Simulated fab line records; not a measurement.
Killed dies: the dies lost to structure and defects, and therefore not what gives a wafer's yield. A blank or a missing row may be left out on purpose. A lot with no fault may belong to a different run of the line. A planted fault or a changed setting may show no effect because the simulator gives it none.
fab line records + flow nandHarc + part 2 of 2: steps 5 to 6 of 6
record:
- lots: 20
- wafers: 60
- lastDay: 34
route steps=1302 shown A_CHANNEL_FILL_D2@619 A_STAIRCASE@650
lots that met no fault: from a run of the same line without faults
startH: the number of hours between the record's first day and the start of the first shown wafer of the lot + waitH: how many hours have passed since the lot's step before this one + " unchanged from the row above + L1.1+2: several wafers, shown together as one row + - no value, or no start given + * or withheld: withheld + < > ~ a bound
route shown NAME@n: names a module that has steps shown in the file, with the first one's number in the route + usual: mean and standard deviation over wafers with no fault + same: alike in all rows + chamber/n: place in a boat + sites: per-site readings + _std_site: the standard deviation of these + _edge_site: mean of outer sites minus mean of inner sites + radiusMm: how far each site lies from the wafer's centre + mask NAME#n: copy n + behind: tool/chamber where the wafer was last shaped + hold: why the lot was held/for how many hours/how that ended + device: whichever transistor did not switch (one of n, p or np) + end of line: the tests these same wafers got at the end of their route + a step given without rows: its recipe and nothing more + killed: dies that structure and defects cost at the first sort, which is not the same as the wafer's yield + map: a wafer's dies, marking killed ones x, the rest . and places with no die _
set.NAME: the run value of the setting; set.NAME@STEP: its run value at that earlier step + model.NAME: the simulator's own value behind a step, which no gauge read
one table for each step of the route and one row for each wafer, over a sample of lots
services: from which hour (startH, from the record's first day; less than 0 if before it) a tool's chamber was out of use, for how many hours, and why
== steps ==
step: NHARC_A_STAIRCASE_TRIM_24
recipe:
- timeS: 211.2
- o2FlowSccm: 500
- arFlowSccm: 0
- biasW: 0
- chemistry: O2
usual:
- drypumpMotorCurrentA: 5.7/0.45
- oesProductAu: 0.998/0.0087
- rfVppV: 57.8/0.96
- showerheadPlenumPTorr: 3.55/0.18
- throttleValvePct: 17.037/0.0079
same:
- timeS: 211.2
| lot.wafer | tool       | chamber | startH | waitH | drypumpMotorCurrentA | oesProductAu | rfHoursCounterH | rfVppV | showerheadPlenumPTorr | throttleValvePct |
|-----------|------------|---------|--------|-------|----------------------|--------------|-----------------|--------|-----------------------|------------------|
| L074.2    | rieDiel-13 | 3       | -      | -     | 6.4                  | 1.014        | 0               | 56.7   | 3.30                  | 17.048           |
| L074.4    | "          | 0       | "      | "     | 6.1                  | 1.004        | 0               | 56.9   | 3.53                  | 17.046           |
| L074.5    | "          | 0       | "      | "     | 6.1                  | 1.013        | -               | 58.5   | 3.53                  | 17.030           |
| L075.3    | rieDiel-11 | 0       | -      | -     | 5.7                  | 1.000        | 42              | 57.5   | 3.28                  | 17.037           |
| L075.2    | "          | 2       | "      | "     | 5.8                  | 0.985        | 32              | 58.4   | 3.73                  | 17.053           |
| L075.5    | "          | 1       | "      | "     | 5.6                  | 1.007        | -               | 56.5   | 3.41                  | 17.034           |
| L076.4    | rieDiel-13 | 0       | -      | -     | 6.1                  | 1.009        | 9               | 58.5   | 3.52                  | 17.047           |
| L076.1    | "          | 1       | "      | "     | 5.1                  | 0.992        | 7               | 57.7   | 3.78                  | 17.027           |
| L076.2    | "          | 2       | "      | "     | 5.6                  | 1.004        | 7               | 57.9   | 3.64                  | 17.032           |
| L077.4    | rieDiel-11 | 0       | -      | -     | 5.7                  | 1.001        | 50              | 56.6   | 3.28                  | 17.033           |
| L077.2    | "          | 1       | "      | "     | 5.7                  | 1.004        | 46              | 56.5   | 3.41                  | 17.031           |
| L077.6    | "          | 0       | "      | "     | 5.7                  | 1.011        | -               | 56.8   | 3.28                  | 17.055           |
| L078.3    | rieDiel-13 | 1       | -      | -     | 5.1                  | 0.991        | 12              | 58.6   | 3.77                  | 17.034           |
| L078.2    | "          | 2       | "      | "     | 5.6                  | 1.007        | 12              | 57.5   | 3.64                  | 17.025           |
| L078.6    | "          | 0       | "      | "     | 6.1                  | 1.009        | -               | 58.3   | 3.52                  | 17.039           |
| L079.2    | rieDiel-04 | 1       | -      | -     | 5.0                  | 1.011        | 16              | 58.8   | 3.64                  | 17.019           |
| L079.4    | "          | 0       | "      | "     | 6.3                  | 0.996        | 18              | 58.5   | 3.57                  | 17.053           |
| L079.6    | "          | 2       | "      | "     | 5.3                  | 1.002        | -               | 56.9   | 3.28                  | 17.040           |
| L080.4    | rieDiel-11 | 2       | -      | -     | 5.8                  | 0.997        | 46              | 58.4   | 3.72                  | 17.041           |
| L080.3    | "          | 3       | "      | "     | 5.1                  | 1.000        | 54              | 57.7   | 3.75                  | 17.033           |
| L080.6    | "          | 0       | "      | "     | 5.7                  | 1.002        | -               | 57.4   | 3.28                  | 17.039           |
| L082.2    | rieDiel-04 | 3       | -      | -     | 5.2                  | 0.989        | 26              | 58.6   | 3.33                  | 17.035           |
| L082.6    | "          | 3       | "      | "     | 5.2                  | 0.991        | -               | 56.2   | 3.33                  | 17.043           |
| L082.5    | "          | 0       | "      | "     | 6.2                  | 0.986        | -               | 58.9   | 3.56                  | 17.039           |
| L083.1    | rieDiel-13 | 0       | -      | -     | 6.1                  | 1.004        | 35              | 57.8   | 3.51                  | 17.035           |
| L083.4    | "          | 2       | "      | "     | 5.6                  | 0.993        | -               | 57.5   | 3.63                  | 17.040           |
| L083.6    | "          | 0       | "      | "     | 6.1                  | 1.011        | -               | 58.1   | 3.51                  | 17.019           |
| L084.4    | rieDiel-11 | 3       | -      | -     | 5.2                  | 0.987        | 7               | 59.1   | 3.74                  | 17.032           |
| L084.6    | "          | 1       | "      | "     | 5.7                  | 0.995        | -               | 56.5   | 3.40                  | 17.031           |
| L084.5    | "          | 2       | "      | "     | 5.8                  | 1.005        | -               | 58.3   | 3.72                  | 17.043           |
| L085.3    | rieDiel-04 | 1       | -      | -     | 5.0                  | 1.005        | 33              | 56.9   | 3.63                  | 17.045           |
| L085.2    | "          | 3       | "      | "     | 5.2                  | 0.992        | 35              | 58.3   | 3.32                  | 17.044           |
| L085.5    | "          | 1       | "      | "     | 5.0                  | 1.013        | -               | 59.0   | 3.63                  | 17.040           |
| L086.2    | rieDiel-13 | 0       | -      | -     | 6.1                  | 1.003        | 47              | 57.1   | 3.50                  | 17.039           |
| L086.3    | "          | 1       | "      | "     | 5.1                  | 0.988        | 34              | 57.1   | 3.76                  | 17.030           |
| L086.6    | "          | 1       | "      | "     | 5.1                  | 0.986        | -               | 59.4   | 3.76                  | 17.046           |
| L088.4    | rieDiel-13 | 2       | -      | -     | 5.6                  | 1.009        | 53              | 59.3   | 3.61                  | 17.040           |
| L088.3    | "          | 1       | "      | "     | 5.2                  | 0.983        | 40              | 59.2   | 3.76                  | 17.022           |
| L088.6    | "          | 2       | "      | "     | 5.6                  | 0.999        | -               | 59.2   | 3.61                  | 17.034           |
| L090.2    | rieDiel-04 | 2       | -      | -     | 5.3                  | 0.993        | 40              | 55.7   | 3.27                  | 17.034           |
| L090.1    | "          | 0       | "      | "     | 6.3                  | 0.991        | 48              | 57.2   | 3.55                  | 17.039           |
| L090.6    | "          | 1       | "      | "     | 5.0                  | 1.015        | -               | 59.5   | 3.62                  | 17.041           |
| L092.1    | rieDiel-11 | 2       | -      | -     | 5.8                  | 0.994        | 36              | 58.3   | 3.70                  | 17.022           |
| L092.2    | "          | 3       | "      | "     | 5.2                  | 0.997        | 37              | 58.7   | 3.73                  | 17.038           |
| L092.6    | "          | 2       | "      | "     | 5.8                  | 0.998        | -               | 58.1   | 3.70                  | 17.031           |
| L091.3    | rieDiel-11 | 0       | -      | -     | 5.7                  | 0.993        | 27              | 57.9   | 3.79                  | 17.050           |
| L091.2    | "          | 2       | "      | "     | 5.8                  | 0.992        | 36              | 58.7   | 3.70                  | 17.036           |
| L091.6    | "          | 3       | "      | "     | 5.2                  | 1.003        | -               | 56.9   | 3.73                  | 17.034           |
| L093.3    | rieDiel-13 | 0       | -      | -     | 6.1                  | 0.999        | 9               | 56.6   | 3.49                  | 17.035           |
| L093.4    | "          | 1       | "      | "     | 5.1                  | 0.994        | 4               | 58.1   | 3.75                  | 17.032           |
| L093.2    | "          | 3       | "      | "     | 6.4                  | 0.993        | 8               | 57.5   | 3.80                  | 17.040           |
| L094.1    | rieDiel-04 | 0       | -      | -     | 6.3                  | 0.997        | 13              | 57.1   | 3.54                  | 17.029           |
| L094.2    | "          | 1       | "      | "     | 5.0                  | 1.001        | 10              | 56.7   | 3.61                  | 17.032           |
| L094.5    | "          | 1       | "      | "     | 5.0                  | 1.004        | -               | 58.3   | 3.61                  | 17.038           |
| L096.1    | rieDiel-11 | 0       | -      | -     | 5.7                  | 0.993        | 41              | 59.6   | 3.78                  | 17.029           |
| L096.4    | "          | 2       | "      | "     | 5.8                  | 0.995        | 55              | 57.9   | 3.69                  | 17.042           |
| L096.3    | "          | 3       | "      | "     | 5.2                  | 0.986        | 56              | 58.0   | 3.72                  | 17.031           |
| L097.2    | rieDiel-04 | 1       | -      | -     | 5.0                  | 1.005        | 16              | 58.2   | 3.61                  | 17.049           |
| L097.6    | "          | 0       | "      | "     | 6.3                  | 1.001        | -               | 59.4   | 3.54                  | 17.050           |
| L097.5    | "          | 1       | "      | "     | 5.0                  | 1.004        | -               | 57.3   | 3.61                  | 17.045           |
step: NHARC_A_STAIRCASE_TRIM_187
recipe:
- timeS: 211.2
- o2FlowSccm: 500
- arFlowSccm: 0
- biasW: 0
- chemistry: O2
usual:
- drypumpMotorCurrentA: 5.6/0.4
- oesProductAu: 0.998/0.0095
- rfVppV: 57.8/0.93
- showerheadPlenumPTorr: 3.58/0.18
- throttleValvePct: 17.035/0.0085
same:
- timeS: 211.2
| lot.wafer | tool       | chamber | startH | waitH | drypumpMotorCurrentA | oesProductAu | rfHoursCounterH | rfVppV | showerheadPlenumPTorr | throttleValvePct |
|-----------|------------|---------|--------|-------|----------------------|--------------|-----------------|--------|-----------------------|------------------|
| L074.4    | rieDiel-11 | 0       | 356.36 | 0.1   | 5.7                  | 1.007        | 36              | 58.1   | 3.29                  | 17.039           |
| L074.2    | "          | 1       | "      | "     | 5.7                  | 1.002        | 30              | 55.5   | 3.42                  | 17.020           |
| L074.5    | "          | 1       | "      | "     | 5.7                  | 1.006        | -               | 57.8   | 3.42                  | 17.028           |
| L075.3    | rieDiel-13 | 1       | 369.21 | 0.1   | 5.1                  | 1.000        | 4               | 57.0   | 3.78                  | 17.035           |
| L075.2    | "          | 3       | "      | "     | 6.4                  | 1.007        | 6               | 56.5   | 3.30                  | 17.036           |
| L075.5    | "          | 1       | "      | "     | 5.1                  | 0.999        | -               | 55.9   | 3.78                  | 17.050           |
| L076.4    | rieDiel-11 | 0       | 387.06 | 0.1   | 5.7                  | 1.003        | 50              | 57.3   | 3.28                  | 17.029           |
| L076.1    | "          | 2       | "      | "     | 5.8                  | 0.991        | 38              | 58.3   | 3.73                  | 17.029           |
| L076.2    | "          | 3       | "      | "     | 5.2                  | 0.993        | 46              | 56.6   | 3.75                  | 17.046           |
| L077.2    | rieDiel-04 | 3       | 387.35 | 0.1   | 5.2                  | 0.985        | 5               | 58.5   | 3.34                  | 17.041           |
| L077.4    | "          | 0       | "      | "     | 6.3                  | 0.977        | 5               | 58.5   | 3.57                  | 17.041           |
| L077.6    | "          | 2       | "      | "     | 5.3                  | 1.000        | -               | 57.8   | 3.29                  | 17.025           |
| L078.3    | rieDiel-11 | 3       | 398.58 | 0.1   | 5.2                  | 1.004        | 49              | 58.0   | 3.75                  | 17.026           |
| L078.2    | "          | 1       | "      | "     | 5.7                  | 0.995        | 49              | 57.5   | 3.41                  | 17.039           |
| L078.6    | "          | 3       | "      | "     | 5.2                  | 1.009        | -               | 57.9   | 3.75                  | 17.021           |
| L079.2    | rieDiel-13 | 0       | 423.34 | 0.1   | 6.1                  | 1.004        | 22              | 57.4   | 3.51                  | 17.029           |
| L079.4    | "          | 0       | "      | "     | 6.1                  | 1.006        | -               | 59.9   | 3.51                  | 17.051           |
| L079.6    | "          | 3       | "      | "     | 6.4                  | 0.999        | -               | 57.5   | 3.29                  | 17.025           |
| L080.3    | rieDiel-04 | 0       | 423.49 | 0.1   | 6.3                  | 0.990        | 20              | 58.0   | 3.56                  | 17.011           |
| L080.4    | "          | 1       | "      | "     | 5.0                  | 1.002        | 17              | 59.2   | 3.64                  | 17.035           |
| L080.6    | "          | 1       | "      | "     | 5.0                  | 1.005        | -               | 57.3   | 3.64                  | 17.034           |
| L082.2    | rieDiel-04 | 2       | 441.69 | 0.2   | 5.3                  | 0.991        | 24              | 58.4   | 3.28                  | 17.035           |
| L082.6    | "          | 0       | "      | "     | 6.2                  | 0.990        | -               | 56.9   | 3.56                  | 17.022           |
| L082.5    | "          | 1       | "      | "     | 5.0                  | 1.012        | -               | 57.4   | 3.64                  | 17.039           |
| L083.1    | rieDiel-11 | 2       | 451.90 | 0.1   | 5.8                  | 1.003        | 5               | 58.4   | 3.72                  | 17.040           |
| L083.4    | "          | 0       | "      | "     | 5.7                  | 1.015        | 6               | 57.6   | 3.80                  | 17.036           |
| L083.6    | "          | 2       | "      | "     | 5.8                  | 1.014        | -               | 57.8   | 3.72                  | 17.034           |
| L084.4    | rieDiel-13 | 1       | 461.90 | 0.1   | 5.2                  | 0.983        | 27              | 59.2   | 3.76                  | 17.035           |
| L084.5    | "          | 0       | "      | "     | 6.1                  | 0.999        | -               | 56.9   | 3.50                  | 17.039           |
| L084.6    | "          | 1       | "      | "     | 5.1                  | 0.990        | -               | 59.8   | 3.76                  | 17.048           |
| L085.2    | rieDiel-13 | 3       | 462.31 | 0.1   | 6.4                  | 1.005        | 38              | 55.2   | 3.28                  | 17.043           |
| L085.3    | "          | 1       | "      | "     | 5.1                  | 0.984        | 27              | 59.3   | 3.76                  | 17.030           |
| L085.5    | "          | 3       | "      | "     | 6.4                  | 1.006        | -               | 58.5   | 3.28                  | 17.034           |
| L086.2    | rieDiel-13 | 2       | 476.74 | 0.1   | 5.6                  | 1.007        | 46              | 57.5   | 3.62                  | 17.038           |
| L086.3    | "          | 0       | "      | "     | 6.1                  | 1.004        | 47              | 56.8   | 3.50                  | 17.043           |
| L086.6    | "          | 2       | "      | "     | 5.6                  | 1.006        | -               | 58.3   | 3.62                  | 17.040           |
| L088.3    | rieDiel-11 | 2       | 499.79 | 0.1   | 5.8                  | 1.004        | 16              | 58.8   | 3.71                  | 17.042           |
| L088.6    | "          | 1       | "      | "     | 5.7                  | 0.994        | -               | 57.5   | 3.39                  | 17.043           |
| L088.4    | "          | 2       | "      | "     | 5.8                  | 0.998        | -               | 56.7   | 3.71                  | 17.013           |
| L090.2    | rieDiel-13 | 2       | 516.94 | 0.1   | 5.6                  | 0.998        | 60              | 57.2   | 3.61                  | 17.037           |
| L090.1    | "          | 0       | "      | "     | 6.1                  | 1.007        | 57              | 56.2   | 3.50                  | 17.019           |
| L090.6    | "          | 1       | "      | "     | 5.1                  | 0.983        | -               | 57.2   | 3.75                  | 17.038           |
| L092.1    | rieDiel-11 | 1       | 543.08 | 0.1   | 5.7                  | 0.997        | 38              | 56.2   | 3.38                  | 17.049           |
| L092.2    | "          | 0       | "      | "     | 5.7                  | 0.992        | 29              | 58.6   | 3.79                  | 17.051           |
| L092.6    | "          | 2       | "      | "     | 5.8                  | 1.002        | -               | 56.7   | 3.70                  | 17.029           |
| L091.2    | rieDiel-11 | 2       | 543.25 | 0.2   | 5.8                  | 1.008        | 40              | 56.7   | 3.70                  | 17.031           |
| L091.3    | "          | 3       | "      | "     | 5.2                  | 1.004        | 42              | 58.9   | 3.72                  | 17.039           |
| L091.6    | "          | 0       | "      | "     | 5.7                  | 0.991        | -               | 57.6   | 3.79                  | 17.040           |
| L093.2    | rieDiel-11 | 0       | 554.16 | 0.1   | 5.7                  | 0.993        | 33              | 58.7   | 3.79                  | 17.027           |
| L093.3    | "          | 1       | "      | "     | 5.7                  | 0.997        | 41              | 59.2   | 3.38                  | 17.036           |
| L093.4    | "          | 2       | "      | "     | 5.8                  | 0.993        | 44              | 57.5   | 3.69                  | 17.036           |
| L094.1    | rieDiel-04 | 1       | 584.16 | 0.1   | 5.0                  | 1.004        | 11              | 57.4   | 3.61                  | 17.029           |
| L094.2    | "          | 0       | "      | "     | 6.2                  | 0.997        | 13              | 57.7   | 3.54                  | 17.030           |
| L094.5    | "          | 1       | "      | "     | 5.0                  | 1.008        | -               | 58.1   | 3.61                  | 17.044           |
| L096.4    | rieDiel-11 | 3       | 590.47 | 0.1   | 5.2                  | 0.995        | 57              | 58.4   | 3.72                  | 17.039           |
| L096.1    | "          | 0       | "      | "     | 5.7                  | 1.010        | 42              | 57.8   | 3.78                  | 17.043           |
| L096.3    | "          | 2       | "      | "     | 5.8                  | 0.995        | 55              | 58.7   | 3.69                  | 17.047           |
| L097.2    | rieDiel-11 | 2       | 601.52 | 0.1   | 5.8                  | 1.005        | 59              | 58.7   | 3.69                  | 17.037           |
| L097.5    | "          | 1       | "      | "     | 5.7                  | 0.998        | -               | 58.4   | 3.37                  | 17.030           |
| L097.6    | "          | 2       | "      | "     | 5.8                  | 1.009        | -               | 57.9   | 3.69                  | 17.030           |
== services ==
| tool       | chamber | startH | hours | kind   |
|------------|---------|--------|-------|--------|
| rieDiel-13 | 1       | 302.14 | 3.9   | repair |
| rieDiel-11 | 2       | 330.27 | 9.3   | repair |
| rieDiel-13 | -       | 343.90 | 9.0   | pm     |
| rieDiel-04 | 1       | 349.22 | 6.3   | repair |
| rieDiel-11 | 3       | 350.03 | 1.3   | repair |
| rieDiel-04 | -       | 354.97 | 9.0   | pm     |
| rieDiel-13 | -       | 355.01 | 1.5   | repair |
| rieDiel-04 | -       | 369.12 | 1.9   | repair |
| rieDiel-11 | 2       | 379.99 | 2.8   | repair |
| rieDiel-05 | -       | 397.65 | 1.8   | repair |
| rieDiel-13 | 1       | 414.03 | 36.9  | repair |
| rieDiel-11 | -       | 434.00 | 9.0   | pm     |
| rieDiel-04 | 2       | 445.31 | 14.7  | repair |
| rieDiel-04 | -       | 498.30 | 12.0  | repair |
| rieDiel-13 | -       | 522.82 | 9.0   | pm     |
| rieDiel-04 | -       | 534.05 | 9.0   | pm     |
| rieDiel-13 | 1       | 538.03 | 7.8   | repair |
| rieDiel-11 | 1       | 555.45 | 7.7   | repair |
| rieDiel-11 | 0       | 560.67 | 3.8   | repair |
| rieDiel-13 | 0       | 570.96 | 3.7   | repair |
| rieDiel-13 | 1       | 575.54 | 1.8   | repair |
| rieDiel-04 | 2       | 576.56 | 16.1  | repair |
| rieDiel-04 | 3       | 579.03 | 10.9  | repair |
| rieDiel-13 | 0       | 597.85 | 3.2   | repair |
